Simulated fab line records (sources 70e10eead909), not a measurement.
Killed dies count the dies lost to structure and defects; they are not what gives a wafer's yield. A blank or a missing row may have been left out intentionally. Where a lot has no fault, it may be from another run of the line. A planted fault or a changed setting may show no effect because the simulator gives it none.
Matching of chambers :: flow nandHarc :: aldHk-01 running NHARC_A_CHANNEL_FILL_D1_ALD_25: 4 sister chambers
The step deposits SiOx, target thk 60 nm, pulse time 10 s, ald cycles 600. 14 wafers are shown with their chamber, then 7 later ones without.

EACH WAFER AND ITS CHAMBER
wafer: L122.2
chamber: 2
heaterPowerW (W): 422
precursorPulseHeightRel: 0.974

wafer: L122.4
chamber: 0
heaterPowerW (W): 474
precursorPulseHeightRel: 1.001

wafer: L122.5
chamber: 2
heaterPowerW (W): 412
precursorPulseHeightRel: 0.984

wafer: L123.2
chamber: 1
heaterPowerW (W): 524
precursorPulseHeightRel: 1.008

wafer: L123.4
chamber: 0
heaterPowerW (W): 457
precursorPulseHeightRel: 0.964

wafer: L123.5
chamber: 2
heaterPowerW (W): 416
precursorPulseHeightRel: 1.019

wafer: L128.2
chamber: 1
heaterPowerW (W): 515
precursorPulseHeightRel: 0.998

wafer: L128.4
chamber: 0
heaterPowerW (W): 462
precursorPulseHeightRel: 1.021

wafer: L128.5
chamber: 2
heaterPowerW (W): 406
precursorPulseHeightRel: 0.996

wafer: L131.4
chamber: 0
heaterPowerW (W): 450
precursorPulseHeightRel: 0.972

wafer: L131.2
chamber: 2
heaterPowerW (W): 435
precursorPulseHeightRel: 1.010

wafer: L131.3
chamber: 3
heaterPowerW (W): 407
precursorPulseHeightRel: 0.997

wafer: L132.4
chamber: 3
heaterPowerW (W): 412
precursorPulseHeightRel: 0.996

wafer: L132.3
chamber: 2
heaterPowerW (W): 444
precursorPulseHeightRel: 1.014

SIGNATURES (averages over the wafers above)
reading: heaterPowerW
chamber 0: 460.75
chamber 1: 519.50
chamber 2: 422.50
chamber 3: 409.50
scatter within a chamber: 11.8

reading: precursorPulseHeightRel
chamber 0: 0.98950
chamber 1: 1.00300
chamber 2: 0.99950
chamber 3: 0.99650
scatter within a chamber: 0.0193
Rule: a wafer lies at a distance from a chamber equal to the root of the sum of squares, over the readings, of (its reading less the chamber's mean, divided by the reading's scatter). The wafer belongs to the nearest chamber; if the next one is less than 2 further off, it can't be placed. The scatter is the square root of a quotient: the sum, over the shown wafers, of each reading's squared deviation from its chamber's mean, divided by wafers minus chambers.

WAFERS WITHOUT THEIR CHAMBER
wafer: L132.5
heaterPowerW (W): 418
precursorPulseHeightRel: 1.017

wafer: L137.3
heaterPowerW (W): 534
precursorPulseHeightRel: 1.003

wafer: L137.4
heaterPowerW (W): 457
precursorPulseHeightRel: 0.959

wafer: L137.6
heaterPowerW (W): 447
precursorPulseHeightRel: 1.012

wafer: L145.2
heaterPowerW (W): 538
precursorPulseHeightRel: 1.015

wafer: L145.1
heaterPowerW (W): 450
precursorPulseHeightRel: 0.996

wafer: L145.5
heaterPowerW (W): 442
precursorPulseHeightRel: 1.014

THE CHAMBER EACH PASSED THROUGH
wafer: L132.5
from the rows above: can't be placed: 2 or 3
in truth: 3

wafer: L137.3
from the rows above: 1
in truth: 1

wafer: L137.4
from the rows above: can't be placed: 0 or 2
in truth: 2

wafer: L137.6
from the rows above: can't be placed: 0 or 2 or 3
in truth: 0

wafer: L145.2
from the rows above: 1
in truth: 1

wafer: L145.1
from the rows above: can't be placed: 0 or 2
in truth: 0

wafer: L145.5
from the rows above: can't be placed: 2 or 0 or 3
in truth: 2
2 of 7 placed correctly. Unplaceable from these rows: 5, with the true chamber sitting among the candidates in 5. Number placed wrongly: 0.
